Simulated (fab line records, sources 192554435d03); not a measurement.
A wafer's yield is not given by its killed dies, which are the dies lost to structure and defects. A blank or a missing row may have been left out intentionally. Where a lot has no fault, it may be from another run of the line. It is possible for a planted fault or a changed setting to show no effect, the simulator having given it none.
fab line records	flow n5_finfet
record lots=5	wafers=12	last_day=16
route steps=1938 shown MOL_CONTACT_COAG@601 PASSIVATION@1936
lots that met no fault: from a run of the same line without faults
start_h: hours from the record's opening day to when the first of the lot's shown wafers began	wait_h: hours elapsed since this lot's preceding step	" unchanged from the row above	L1.1+2: a single row standing in for several wafers	- no value present, or no start provided	* or withheld: withheld	< > ~ a bound
route shown NAME@n: NAME is a module with steps in the file, n the number in the route of the first one	usual: mean/standard deviation of fault-free wafers	same: alike in all rows	chamber/n: place in a boat	sites: per-site readings	_std_site: the values' standard deviation	_edge_site: mean of outer sites minus mean of inner sites	radius_mm: for every site, how far away it sits from the centre of the wafer	mask NAME#n: copy n	behind: the tool/chamber that last shaped the wafer	hold: reason for holding the lot/hours on hold/outcome of the hold	device: which transistor (n, p or np) failed to switch	end of line: tests run on the same wafers once the route is complete	step lacking rows: just its recipe	killed: dies lost to structure and defects at the first sort, not the wafer's yield	map: a wafer's dies, x killed, . not, _ none there
set.NAME: the run value of the setting; set.NAME@STEP: its run value at that earlier step	model.NAME: the simulator's own value behind a step, which no gauge read
lots at selected steps of the route; one table per step, one row per wafer
services: from which hour (start_h, from the record's first day; less than 0 if before it) a tool's chamber was out of use, for how many hours, and why
## steps
# step N5_MOL_CONTACT_COAG_DEVELOP_39
# recipe develop_time_s=30	developer=TMAH	resist=CAR-EUV	rinse_liquid=surfactant_rinse	dry=air_spin	dev_temp_c=23
# step N5_MOL_CONTACT_COAG_CD_MEAS_40
# recipe target_cd_nm=25.1	landing_energy_ev=500	detector=se_inlens	polarity=opening
# usual cd_nm=25.10/0.26
lot.wafer	tool	chamber	start_h	wait_h	cd_nm
L224.4	cd_sem-03	0	133.42	-	25.64
L224.5	"	0	"	"	25.15
L225.2	cd_sem-03	0	133.74	-	25.12
L225.6	"	0	"	"	25.31
L232.1	cd_sem-03	0	177.04	-	25.36
L232.2	"	0	"	"	25.32
L232.4	"	0	"	"	25.34
L237.4	cd_sem-01	0	205.62	-	25.24
L237.5	"	0	"	"	25.12
L240.1	cd_sem-02	0	223.29	-	24.90
L240.3	"	0	"	"	24.94
L240.4	"	0	"	"	25.05
# step N5_MOL_CONTACT_COAG_OVL_MEAS_41
# recipe points_per_wafer=522
# usual VD_OVL=0.1/0.62
lot.wafer	tool	chamber	start_h	wait_h	VD_OVL[nm]
L224.4	overlay-01	0	133.46	0.0	1.3
L224.5	"	0	"	"	-0.3
L225.2	overlay-01	0	133.77	0.0	1.0
L225.6	"	0	"	"	1.5
L232.1	overlay-02	0	177.07	0.0	0.8
L232.2	"	0	"	"	0.7
L232.4	"	0	"	"	1.7
L237.4	overlay-02	0	205.67	0.0	0.4
L237.5	"	0	"	"	0.9
L240.1	overlay-01	0	223.32	0.0	0.2
L240.3	"	0	"	"	-0.2
L240.4	"	0	"	"	-0.2
# step N5_MOL_CONTACT_COAG_INSPECT_42
# recipe mode=adi	inspect_instrument=brightfield
# usual raw_defect_count=197/47
lot.wafer	tool	chamber	start_h	wait_h	raw_defect_count
L224.4	defect_inspect-01	-	133.50	0.0	155
L224.5	"	-	"	"	187
L225.2	defect_inspect-01	-	133.82	0.0	272
L225.6	"	-	"	"	196
L232.1	defect_inspect-02	-	177.13	0.1	233
L232.2	"	-	"	"	153
L232.4	"	-	"	"	155
L237.4	defect_inspect-02	-	205.71	0.0	236
L237.5	"	-	"	"	201
L240.1	defect_inspect-01	-	223.38	0.1	231
L240.3	"	-	"	"	243
L240.4	"	-	"	"	159
# step N5_MOL_CONTACT_COAG_DESCUM_45
# recipe chemistry=O2	time_s=7	source_power_w=50	bias_power_w=20	pressure_mtorr=20	rf_frequency_hz=2.712e+07	temp_c=40	resist=CAR-EUV	o2_flow_sccm=225
# usual drypump_motor_current_A=5.8/0.51	oes_product_au=0.84/0.086	rf_vpp_V=243.0/1.1	showerhead_plenum_p_Torr=2.07/0.042	throttle_valve_pct=20.46/0.25
lot.wafer	tool	chamber	start_h	wait_h	drypump_motor_current_A	oes_product_au	rf_hours_counter_h	rf_vpp_V	showerhead_plenum_p_Torr	throttle_valve_pct
L224.4	rie_diel-04	3	133.65	0.1	6.0	0.97	9	243.1	2.05	20.20
L224.5	"	1	"	"	5.4	0.90	-	244.9	2.15	20.45
L225.2	rie_diel-05	0	134.52	0.7	5.1	0.88	47	241.0	2.04	20.28
L225.6	"	1	"	"	5.8	0.88	-	241.8	2.07	20.54
L232.1	rie_diel-04	0	177.16	0.0	5.9	0.78	124	241.3	2.00	20.26
L232.2	"	2	"	"	5.4	0.91	16	243.3	2.07	20.25
L232.4	"	1	"	"	5.4	0.86	52	244.1	2.14	20.46
L237.4	rie_diel-05	0	205.74	0.0	5.1	0.85	72	242.7	2.03	20.32
L237.5	"	3	"	"	4.9	0.93	-	241.9	2.04	20.24
L240.1	rie_diel-01	0	223.41	0.0	6.3	0.76	154	243.1	2.11	20.54
L240.3	"	1	"	"	5.7	0.68	237	243.5	2.08	21.22
L240.4	"	2	"	"	5.3	0.74	150	245.0	2.16	20.40
# step N5_MOL_CONTACT_COAG_ETCH_65
# recipe chemistry=N2/H2	target=underlayer	target_depth_a=130	mask_material=CAR-EUV	time_s=10.4	ion_energy_ev=200	pressure_mtorr=30	source_w=840	bias_w=150	n2_flow_sccm=200	h2_flow_sccm=200	ends=cleared
# step N5_MOL_CONTACT_COAG_ETCH_66
# recipe chemistry=CF4	target=SiARC	target_depth_a=130	mask_material=CAR-EUV	time_s=21.7	ion_energy_ev=80	pressure_mtorr=40	source_w=545	bias_w=36	Ar_flow_sccm=100	cf4_flow_sccm=100	ends=cleared
# usual drypump_motor_current_A=5.8/0.51	etch_rf_on_time_s=21.8/0.65	oes_product_au=0.71/0.073	rf_vpp_V=183.9/0.97	showerhead_plenum_p_Torr=2.13/0.045	throttle_valve_pct=15.62/0.24
lot.wafer	tool	chamber	start_h	wait_h	drypump_motor_current_A	etch_rf_on_time_s	oes_product_au	rf_hours_counter_h	rf_vpp_V	showerhead_plenum_p_Torr	throttle_valve_pct
L224.4	rie_diel-04	3	133.70	0.0	6.0	21.3	0.82	9	183.5	2.11	15.32
L224.5	"	1	"	"	5.4	21.5	0.75	-	187.0	2.18	15.56
L225.2	rie_diel-05	0	134.57	0.0	5.1	21.4	0.75	47	182.0	2.11	15.44
L225.6	"	1	"	"	5.8	21.9	0.75	-	183.7	2.09	15.47
L232.1	rie_diel-04	0	177.22	0.0	5.9	21.8	0.67	124	184.2	2.06	15.51
L232.2	"	2	"	"	5.4	21.2	0.80	16	184.5	2.09	15.27
L232.4	"	1	"	"	5.5	21.2	0.75	52	183.9	2.18	15.59
L237.4	rie_diel-05	0	205.80	0.0	5.1	21.6	0.71	72	183.6	2.10	15.51
L237.5	"	3	"	"	5.0	22.2	0.77	-	183.8	2.12	15.55
L240.1	rie_diel-01	0	223.47	0.0	6.4	21.6	0.66	154	183.6	2.17	15.80
L240.3	"	1	"	"	5.8	22.5	0.57	237	183.9	2.09	16.16
L240.4	"	2	"	"	5.3	21.4	0.64	150	184.8	2.23	15.71
# step N5_MOL_CONTACT_COAG_ALD_133
# recipe material=SiO2	target_thk_a=50	temp_c=100	ald_precursor_family=BDEAS	ald_co_reactant=O2-plasma	pulse_time_s=1	co_reactant_pulse_time_s=1	purge_time_s=2	co_reactant_purge_time_s=2	ald_cycles=35	pressure_torr=2
# step N5_MOL_CONTACT_COAG_ETCHBACK_134
# recipe chemistry=CHF3	target=SiO2	target_depth_a=100	time_s=6.7	ion_energy_ev=200	pressure_mtorr=30	source_w=610	bias_w=170	Ar_flow_sccm=200	CHF3_flow_sccm=50
# usual drypump_motor_current_A=5.7/0.51	oes_product_au=0.83/0.091	rf_vpp_V=521/18	showerhead_plenum_p_Torr=2.37/0.058	throttle_valve_pct=18.78/0.24
lot.wafer	tool	chamber	start_h	wait_h	drypump_motor_current_A	oes_product_au	rf_hours_counter_h	rf_vpp_V	showerhead_plenum_p_Torr	throttle_valve_pct
L224.4	rie_diel-04	1	134.37	0.5	5.5	0.89	38	490	2.45	18.82
L224.5	"	1	"	"	5.5	0.88	-	491	2.45	18.82
L225.2	rie_diel-04	3	134.85	0.1	6.0	0.99	10	540	2.34	18.45
L225.6	"	0	"	"	5.9	0.78	-	506	2.29	18.54
L232.1	rie_diel-04	1	177.48	0.1	5.4	0.85	52	490	2.44	18.84
L232.2	"	2	"	"	5.4	0.93	16	533	2.34	18.48
L232.4	"	0	"	"	5.9	0.77	124	507	2.28	18.58
L237.4	rie_diel-01	1	206.10	0.1	5.8	0.68	231	531	2.35	19.35
L237.5	"	0	"	"	6.3	0.78	-	538	2.41	18.86
L240.1	rie_diel-01	2	223.73	0.1	5.3	0.74	150	491	2.50	18.91
L240.3	"	3	"	"	6.0	0.80	112	538	2.43	19.04
L240.4	"	1	"	"	5.7	0.68	237	530	2.34	19.38
# step N5_MOL_CONTACT_COAG_ETCH_67
# recipe chemistry=N2/H2	target=SOC	target_depth_a=600	overetch_a=210	mask_material=SiARC	temp_c=40	time_s=101.2	ion_energy_ev=200	pressure_mtorr=30	source_w=840	bias_w=150	n2_flow_sccm=200	h2_flow_sccm=200
# usual drypump_motor_current_A=5.7/0.5	oes_product_au=0.70/0.068	rf_vpp_V=523.3/1.7	showerhead_plenum_p_Torr=2.53/0.06	throttle_valve_pct=17.9/0.36
lot.wafer	tool	chamber	start_h	wait_h	drypump_motor_current_A	oes_product_au	rf_hours_counter_h	rf_vpp_V	showerhead_plenum_p_Torr	throttle_valve_pct
L224.4	rie_diel-04	1	134.40	0.0	5.4	0.74	38	525.9	2.61	17.8
L224.5	"	1	"	"	5.4	0.74	-	525.1	2.61	17.8
L225.2	rie_diel-04	3	134.88	0.0	6.0	0.80	10	521.9	2.48	17.4
L225.6	"	0	"	"	6.0	0.67	-	520.4	2.48	18.0
L232.1	rie_diel-04	1	177.51	0.0	5.5	0.72	52	526.5	2.60	17.8
L232.2	"	2	"	"	5.4	0.77	16	523.4	2.52	17.7
L232.4	"	0	"	"	5.9	0.66	124	522.5	2.47	18.0
L237.4	rie_diel-01	1	206.13	0.0	5.8	0.57	231	523.7	2.52	18.6
L237.5	"	0	"	"	6.3	0.65	-	523.0	2.57	18.0
L240.1	rie_diel-01	2	223.76	0.0	5.3	0.62	150	527.3	2.65	18.0
L240.3	"	3	"	"	6.0	0.66	112	526.1	2.55	17.9
L240.4	"	1	"	"	5.8	0.58	237	522.3	2.52	18.6
# step N5_MOL_CONTACT_COAG_STRIP_68
# recipe chemistry=N2/H2	temp_c=40	n2_flow_sccm=200	h2_flow_sccm=200	rf_frequency_hz=6e+07
# step N5_MOL_CONTACT_COAG_STRIP_69
# recipe chemistry=N2/H2	temp_c=40	n2_flow_sccm=200	h2_flow_sccm=200	rf_frequency_hz=6e+07
# step N5_MOL_CONTACT_COAG_ETCHBACK_136
# recipe chemistry=CHF3	target=SiO2	target_depth_a=250	time_s=16.7	ion_energy_ev=200	pressure_mtorr=30	source_w=610	bias_w=170	Ar_flow_sccm=200	CHF3_flow_sccm=50
# usual drypump_motor_current_A=5.7/0.51	oes_product_au=0.83/0.091	rf_vpp_V=521/18	showerhead_plenum_p_Torr=2.37/0.058	throttle_valve_pct=18.78/0.24
lot.wafer	tool	chamber	start_h	wait_h	drypump_motor_current_A	oes_product_au	rf_hours_counter_h	rf_vpp_V	showerhead_plenum_p_Torr	throttle_valve_pct	model.SOC_of_MOL_CONTACT_COAG_COAT_62.thk_nm
L224.4	rie_diel-04	1	134.49	0.0	5.4	0.89	38	491	2.45	18.83	57.2
L224.5	"	1	"	"	5.4	0.88	-	490	2.45	18.83	57.6
L225.2	rie_diel-04	3	134.97	0.0	6.0	0.97	10	541	2.34	18.46	57.2
L225.6	"	0	"	"	5.9	0.78	-	507	2.29	18.56	57.4
L232.1	rie_diel-04	1	177.60	0.0	5.5	0.64	52	491	2.44	18.81	58.4
L232.2	"	2	"	"	5.4	0.93	16	534	2.34	18.51	57.4
L232.4	"	0	"	"	5.9	0.77	124	505	2.28	18.56	57.6
L237.4	rie_diel-01	1	206.22	0.0	5.8	0.67	232	532	2.35	19.37	57.2
L237.5	"	0	"	"	6.3	0.77	-	538	2.41	18.86	57.2
L240.1	rie_diel-01	2	223.85	0.0	5.3	0.74	150	492	2.50	18.91	57.2
L240.3	"	3	"	"	6.0	0.79	112	537	2.43	19.03	57.4
L240.4	"	1	"	"	5.7	0.67	237	529	2.34	19.38	57.4
# step N5_MOL_CONTACT_COAG_STRIP_120
# recipe chemistry=CHF3	resist=SiARC	rf_frequency_hz=6e+07
# step N5_MOL_CONTACT_COAG_VIA_ETCH_117
# recipe chemistry=C4F6/O2	target_depth_a=400	overetch_a=80	mask_material=SOC	target=SiO2	bias_w=455	pressure_mtorr=10	time_s=26	source_w=325	Ar_flow_sccm=300	C4F6_flow_sccm=10	O2_flow_sccm=10	ion_energy_ev=575.3	ends=end_point
# usual drypump_motor_current_A=5.7/0.51	oes_product_au=0.75/0.068	rf_vpp_V=1578/49	showerhead_plenum_p_Torr=2.83/0.073	throttle_valve_pct=41.3/0.68
lot.wafer	tool	chamber	start_h	wait_h	drypump_motor_current_A	oes_product_au	rf_hours_counter_h	rf_vpp_V	showerhead_plenum_p_Torr	throttle_valve_pct	model.etch.depth_nm	model.MOL_CONTACT_COAG.feature_depth_nm
L224.4	rie_diel-04	1	134.53	0.0	5.4	0.78	38	1494	2.92	40.7	39.67	39.6
L224.5	"	1	"	"	5.5	0.78	-	1494	2.92	40.6	39.79	39.8
L225.2	rie_diel-04	3	135.00	0.0	6.0	0.86	10	1633	2.79	41.4	39.56	39.6
L225.6	"	0	"	"	5.9	0.72	-	1533	2.72	40.5	40.82	40.8
L232.1	rie_diel-04	1	177.63	0.0	5.4	0.85	52	1494	2.92	40.8	47.95	48
L232.2	"	2	"	"	5.4	0.83	16	1614	2.79	40.2	39.63	39.6
L232.4	"	0	"	"	5.9	0.71	124	1534	2.72	40.6	40.45	40.4
L237.4	rie_diel-01	1	206.26	0.0	5.8	0.63	232	1605	2.80	41.9	41.08	41
L237.5	"	0	"	"	6.3	0.69	-	1626	2.88	41.4	40.07	40
L240.1	rie_diel-01	2	223.88	0.0	5.3	0.67	150	1500	2.99	41.4	40.23	40.2
L240.3	"	3	"	"	6.0	0.71	112	1624	2.89	42.0	40.03	40
L240.4	"	1	"	"	5.8	0.62	237	1604	2.80	41.9	40.94	41
# step N5_MOL_CONTACT_COAG_ETCH_124
# recipe chemistry=CH3F/O2	target=SiNx	target_depth_a=65	mask_material=SOC	stop_on=SiOC	over_etch_frac=0.3	ion_energy_ev=120	pressure_mtorr=30	source_w=395	bias_w=73	Ar_flow_sccm=150	CH3F_flow_sccm=30	O2_flow_sccm=20	ends=end_point
# usual drypump_motor_current_A=5.7/0.51	oes_product_au=0.71/0.069	rf_vpp_V=295/9.9	showerhead_plenum_p_Torr=1.99/0.052	throttle_valve_pct=16.36/0.26
lot.wafer	tool	chamber	start_h	wait_h	drypump_motor_current_A	oes_product_au	rf_hours_counter_h	rf_vpp_V	showerhead_plenum_p_Torr	throttle_valve_pct
L224.4	rie_diel-04	1	134.55	0.0	5.5	0.76	38	280	2.06	16.39
L224.5	"	1	"	"	5.4	0.74	-	279	2.06	16.40
L225.2	rie_diel-04	3	135.03	0.0	6.0	0.81	10	306	1.96	15.98
L225.6	"	0	"	"	5.9	0.68	-	288	1.92	16.14
L232.1	rie_diel-04	1	177.66	0.0	5.4	0.38	52	279	2.06	16.43
L232.2	"	2	"	"	5.3	0.79	16	302	1.97	16.06
L232.4	"	0	"	"	5.9	0.67	124	288	1.91	16.18
L237.4	rie_diel-01	1	206.28	0.0	5.7	0.59	232	304	1.97	16.96
L237.5	"	0	"	"	6.3	0.66	-	306	2.02	16.43
L240.1	rie_diel-01	2	223.91	0.0	5.3	0.64	150	278	2.11	16.57
L240.3	"	3	"	"	6.0	0.67	112	303	2.03	16.55
L240.4	"	1	"	"	5.8	0.58	237	301	1.97	16.98
# step N5_MOL_CONTACT_COAG_ETCH_48
# recipe chemistry=C4F6/O2	target_depth_a=150	overetch_a=45	mask_material=SOC	target=SiOC	bias_w=465	pressure_mtorr=10	time_s=17	source_w=335	Ar_flow_sccm=300	C4F6_flow_sccm=10	O2_flow_sccm=10	ion_energy_ev=576
# usual drypump_motor_current_A=5.7/0.51	oes_product_au=0.70/0.085	rf_vpp_V=1580/49	showerhead_plenum_p_Torr=2.83/0.073	throttle_valve_pct=40.8/0.65
lot.wafer	tool	chamber	start_h	wait_h	drypump_motor_current_A	oes_product_au	rf_hours_counter_h	rf_vpp_V	showerhead_plenum_p_Torr	throttle_valve_pct	model.SOC_of_MOL_CONTACT_COAG_COAT_62.thk_nm
L224.4	rie_diel-04	1	134.59	0.0	5.4	0.72	38	1497	2.92	40.2	45.6
L224.5	"	1	"	"	5.4	0.73	-	1495	2.92	40.2	46
L225.2	rie_diel-04	3	135.07	0.0	6.0	0.88	10	1635	2.79	40.9	45.4
L225.6	"	0	"	"	5.9	0.66	-	1536	2.73	40.1	46.2
L232.1	rie_diel-04	1	177.70	0.0	5.4	0.32	52	1497	2.92	40.1	46.8
L232.2	"	2	"	"	5.4	0.78	16	1616	2.79	39.8	45.6
L232.4	"	0	"	"	5.9	0.62	124	1535	2.72	40.1	46.2
L237.4	rie_diel-01	1	206.32	0.0	5.8	0.60	232	1609	2.80	41.5	46
L237.5	"	0	"	"	6.3	0.59	-	1630	2.88	41.0	45.6
L240.1	rie_diel-01	2	223.95	0.0	5.3	0.58	150	1501	2.99	41.0	46
L240.3	"	3	"	"	6.0	0.64	112	1627	2.89	41.5	46
L240.4	"	1	"	"	5.8	0.59	237	1606	2.80	41.5	46.2
# step N5_MOL_CONTACT_COAG_STRIP_72
# recipe chemistry=N2/H2	power_w=450	temp_c=40	pressure_mtorr=20	rf_frequency_hz=6e+07	overash_fraction=3	bias_power_w=7	h2_frac=0.5	n2_flow_sccm=200	h2_flow_sccm=200
# usual drypump_motor_current_A=5.7/0.51	oes_product_au=0.84/0.087	rf_vpp_V=59.1/2.1	showerhead_plenum_p_Torr=2.52/0.06	throttle_valve_pct=23.8/0.47
lot.wafer	tool	chamber	start_h	wait_h	drypump_motor_current_A	oes_product_au	rf_hours_counter_h	rf_vpp_V	showerhead_plenum_p_Torr	throttle_valve_pct
L224.4	rie_diel-04	1	134.65	0.0	5.5	0.88	38	57.4	2.60	23.4
L224.5	"	1	"	"	5.4	0.88	-	57.5	2.60	23.4
L225.2	rie_diel-04	3	135.13	0.0	6.0	0.98	10	64.4	2.48	23.3
L225.6	"	0	"	"	5.9	0.81	-	60.1	2.47	23.9
L232.1	rie_diel-04	1	177.76	0.0	5.5	0.87	52	60.4	2.60	23.5
L232.2	"	2	"	"	5.4	0.92	16	55.9	2.51	23.5
L232.4	"	0	"	"	6.0	0.78	124	56.4	2.47	23.9
L237.4	rie_diel-01	1	206.38	0.0	5.8	0.68	232	60.0	2.51	24.7
L237.5	"	0	"	"	6.3	0.77	-	60.7	2.57	23.9
L240.1	rie_diel-01	2	224.00	0.0	5.3	0.74	150	58.8	2.65	23.8
L240.3	"	3	"	"	6.0	0.80	113	61.1	2.55	23.7
L240.4	"	1	"	"	5.8	0.68	237	58.9	2.51	24.6
# step N5_PASSIVATION_PROBE_49
# usual killed_at_M0_to_M3=32/9.3	killed_at_M4_up=14/4.9	killed_at_contacts=15/7.5	killed_at_front_end=40/11	killed_at_other=4/3.3	killed_dies=104/17	killed_on_rim=13/4.2	killed_open=68/14	killed_short=33/7.9
# same gross_dies=1180	killed_at_back_side=0
lot.wafer	tool	chamber	start_h	wait_h	killed_at_M0_to_M3	killed_at_M4_up	killed_at_contacts	killed_at_front_end	killed_at_other	killed_dies	killed_on_rim	killed_open	killed_short
L232.1	prober-02	-	346.06	0.0	27	16	1025	54	10	1132	134	83	41
L232.2	prober-02	-	346.11	0.1	49	12	30	33	6	130	16	97	32
L232.4	prober-02	-	346.21	0.2	47	25	23	66	4	165	31	107	44
L237.4	prober-02	-	378.57	0.2	33	9	12	46	4	104	9	66	36
L237.5	prober-02	-	378.62	0.2	39	9	18	58	1	125	19	89	36
L240.1	prober-02	-	384.63	0.0	34	5	12	30	4	85	15	61	24
L240.3	prober-02	-	384.73	0.1	24	13	7	30	6	80	12	53	22
L240.4	prober-02	-	384.78	0.2	19	23	14	27	8	91	16	59	23
# killed by level:class
L232.1 MOL_CONTACT_COAG:area_etch=1005 MOL_CONTACT_COAG:geometric_particle:open=16 FIN_SAQP:geometric_particle:open=10 STI_FIN_REVEAL:geometric_particle:open=10 BEOL_M4:geometric_particle:open=10 GATE_CUT:geometric_particle:short=9 STI_FIN_REVEAL:geometric_particle:short=7 BEOL_M0_SAQP:geometric_particle:open=6
L232.2 MOL_CONTACT_COAG:geometric_particle:open=26 STI_FIN_REVEAL:geometric_particle:open=17 BEOL_M0_SAQP:geometric_particle:open=14 BEOL_M0:geometric_particle:open=8 BEOL_M0_SAQP:geometric_particle:short=7 GATE_CUT:geometric_particle:open=5 BEOL_M2:geometric_particle:short=5 BEOL_M3:geometric_particle:open=5
L232.4 MOL_CONTACT_COAG:geometric_particle:open=17 HKMG_FIN:area_etch=14 BEOL_M3:geometric_particle:open=13 BEOL_M4:geometric_particle:open=12 STI_FIN_REVEAL:geometric_particle:open=11 BEOL_M2:geometric_particle:open=10 FIN_SAQP:geometric_particle:open=7 BEOL_M0_SAQP:geometric_particle:short=7
L237.4 DUMMY_GATE:geometric_particle:open=9 FIN_SAQP:geometric_particle:open=8 MOL_CONTACT_COAG:geometric_particle:open=8 STI_FIN_REVEAL:geometric_particle:open=7 BEOL_M0_SAQP:geometric_particle:short=7 BEOL_M2:geometric_particle:open=7 BEOL_M0_SAQP:geometric_particle:open=6 BEOL_M1:geometric_particle:open=6
L237.5 MOL_CONTACT_COAG:geometric_particle:open=15 STI_FIN_REVEAL:geometric_particle:open=14 DUMMY_GATE:geometric_particle:open=9 BEOL_M0_SAQP:geometric_particle:open=9 BEOL_M2:geometric_particle:open=8 BEOL_M1:geometric_particle:open=7 FIN_SAQP:geometric_particle:open=5 GATE_CUT:geometric_particle:short=5
L240.1 BEOL_M0_SAQP:geometric_particle:open=11 MOL_CONTACT_COAG:geometric_particle:open=9 FIN_SAQP:geometric_particle:open=8 BEOL_M0_SAQP:geometric_particle:short=7 BEOL_M2:geometric_particle:open=5 STARTING-WAFER:geometric_particle:open=5 STI_FIN_REVEAL:geometric_particle:open=4 BEOL_M0:geometric_particle:open=4
L240.3 FIN_SAQP:geometric_particle:open=9 BEOL_M3:geometric_particle:open=7 BEOL_M4:geometric_particle:open=6 DUMMY_GATE:geometric_particle:open=5 MOL_CONTACT_COAG:geometric_particle:short=4 BEOL_M0_SAQP:geometric_particle:short=4 BEOL_M1:geometric_particle:open=4 PASSIVATION:area_etch=4
L240.4 MOL_CONTACT_COAG:geometric_particle:open=13 BEOL_M4:geometric_particle:open=12 BEOL_M3:geometric_particle:open=7 PASSIVATION:area_etch=7 STI_FIN_REVEAL:geometric_particle:open=6 STARTING-WAFER:geometric_particle:short=5 BEOL_M8:geometric_particle:open=4 BEOL_M1:geometric_particle:open=4
# map L232.1 (x killed, . not)
_________________xxxxxxxxxxxx________________
______________xxxxxxxxxxxxxxxxxx_____________
___________xxxxxxxxxxxxxxxxxxxxxxxx__________
__________xxxxxxxxxxxxxxxxxxxxxxxxxx_________
________xx.xxxxxxxxxxxxxxxxxx.xxxxxxxx_______
_______xxxxxxxxxxxxxxxxxxxxxxx.xxxxxxxx______
______xxxxxxxxxxxxxxxxxxxxxxxxxxxxxx.xxx_____
_____xxxxxxxxxxxxxxxxxxxxxxxxxxxxxxxxxxxx____
____xxxxxxxxxxxxxxxxxxxxxxxxxxxxxxxxxxxxx.___
___xxxxxxxxxxxxxxxxxxxxxxxxxxxxxxxxxxxxxx..__
___xxxxxxxxxxxxxxxxxxxxxxxxxxxxxxxxxxxxx.x.__
__.xxxxxxxxxxxxxxxxxxxxxxxxxxxxxxxxxxxxxx..._
__.xxxxxxxxxxxxxxxxxxxxxxxxxxxxxxxxxxxxxxxx._
_xx.xxxxxxxxxxxxxxxxxxxxxxxxxxxx.xxxxxxxxxx..
_xxxxxxxxxxxxxxxxxxxxxxxxxxxxxxx.xxxxxxxxxx.x
_xxxxxxxx.xxxxxxxxxxxxxxxxxxxxxx.x.x.xxxxxxx.
_xxxxxxxxxxxx.xxxxxxxxxxxxxxxxxxxxxxx.xx.xxxx
_xxxxxxxxxxx.xxxxxxxxxxxxxxxxxxxxxxx...xxxxxx
_xxxxxxxxxxxxxxxxxxxxxxxxxxxxxxxxxxxxxxxxxxxx
_xxxxxxxxxxxxxxxxxxxxxxxxxxxxxxxxxxxxxxxxxxxx
_xxxxxxxxxxxxxxxxxxxxxxxxxxxxxxxxxx.xxxxxxx.x
__xxxxxxxxxxxxxxxxxxxxxxxxxxxxxxxxxxxxxxxxxx_
__xxxxxxxxxxxxxxxxxxxxxxxxxxxxxxxxxxxxxxxxxx_
___xxxxxxxxxxxxxxxxxxxxxxxxxxxxxxxxxxxxxxxx__
___xxxxxxxxxxxxxxxxxxxxxxxxxxxxxxxxxxxxxxxx__
____xxxxxxxxxxxxxxxxxxxxxxxxxxxxxxxxxxxxxx___
_____xxxxxxxxxxxxxxxxxxxxxxxxxxxxxxxxxxxx____
______xxxxxxxxxxxxxxxxxxxxxxxxxxxxxxxxxx_____
_______xxxxxxx.xxxxxxxxxxxxxxxxxxxxxxxx______
________xxxxxxxxxxxxxxxxxxxx.xxxxxxxxx_______
__________xxxxxxxxxxxxxxx.x.x.x.xxxx_________
___________xxxxxxxxxxxxxxxxxxx.xxxx__________
______________xx.xxxxx.x.xxxxx.._____________
_________________xxx.xxxxxxxx________________
# map L225.6 (x killed, . not)
_________________.x..........________________
______________.....xx...x......._____________
___________.....xxx................__________
__________...x.....x................_________
________....x.......................x._______
_______..x.......x.x.........x...x.....______
______..........x......................x_____
_____..x.............x.......x...........____
____.....xx...............................___
___....................x.....x.............__
___..x....x..x....x......x..x.x............__
__..x...x....x..........x...x..............._
__xx........x..............x................_
_.x.x...x.x.x......xx.x.x........x.......x...
_.x.x..x.....x..x..x.........................
_...xx.........x...x......x.......x..........
_......x........x.x.........x......x....x....
_....x.....x....x.............x....x........x
_............................................
_.....x............x....x....................
_x...........x.............x.....x.x....x....
__.....................x..........xx......x._
__...x...........xx........................._
___...................x...x...x..x.......xx__
___.x.....x......x.x..............x........__
____.......x..............x...............___
_____.....x......................x.......____
______.............x.........x....x....._____
_______........................x.....x.______
________.......x........x............._______
__________.............x.......x...._________
___________x.......................__________
______________...............xx._____________
_________________............________________
## services
tool	chamber	start_h	hours	kind
rie_diel-04	-	148.85	0.1	repair
rie_diel-04	2	172.28	4.3	repair
rie_diel-05	0	185.05	3.2	repair
rie_diel-04	-	190.71	1.6	repair
## key
first_sign step=N5_MOL_CONTACT_COAG_ETCH_124	reading=oes_product_au	direction=down	sigmas=4.8	usual=0.71	struck=0.38
effect step=N5_MOL_CONTACT_COAG_ETCH_48	reading=oes_product_au	direction=down	sigmas=4.4	usual=0.70	struck=0.32
effect step=N5_PASSIVATION_PROBE_49	reading=killed_at_contacts	direction=up	sigmas=99+	usual=15	struck=1025
model_effect step=N5_MOL_CONTACT_COAG_ETCHBACK_136	value=SOC_of_MOL_CONTACT_COAG_COAT_62.thk_nm	without=57.4	struck=58.4
model_effect step=N5_MOL_CONTACT_COAG_VIA_ETCH_117	value=etch.depth_nm	without=39.91	struck=47.95
model_effect step=N5_MOL_CONTACT_COAG_ETCH_48	value=SOC_of_MOL_CONTACT_COAG_COAT_62.thk_nm	without=45.8	struck=46.8
more_kills_born_at N5_MOL_CONTACT_COAG_ETCH_48@rie_diel-04=1005
met_at N5_MOL_CONTACT_COAG_ETCHBACK_136
struck_wafers L232.1
later_rows_left_out L232.1
tester_left_out L232
baseline_loss step=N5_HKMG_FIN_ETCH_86	wafers=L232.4
onset_between 134.97 177.60
fault kind=process_parameter_drift	tool=rie_diel-04	chamber=-	onset_h=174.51	steps=N5_MOL_CONTACT_COAG_ETCHBACK_136	channel=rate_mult	offset=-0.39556	shape=step	end_h=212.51	scope=struck_wafers_only
# tester_left_out: of these lots the tester's yield and bins aren't shown, on N5 and GAA mostly nor the transistor test; their killed dies are dies lost to structure and defects alone, not to doping, threshold or leakage, so they don't give the yield
# later_rows_left_out: the simulator's readings of these wafers behind a module that went badly wrong aren't trusted and aren't shown, but for the sort
# baseline_loss: these wafers lose ten dies or more at that step, a loss of the line's own and not of a fault; the sort's usual values leave them out
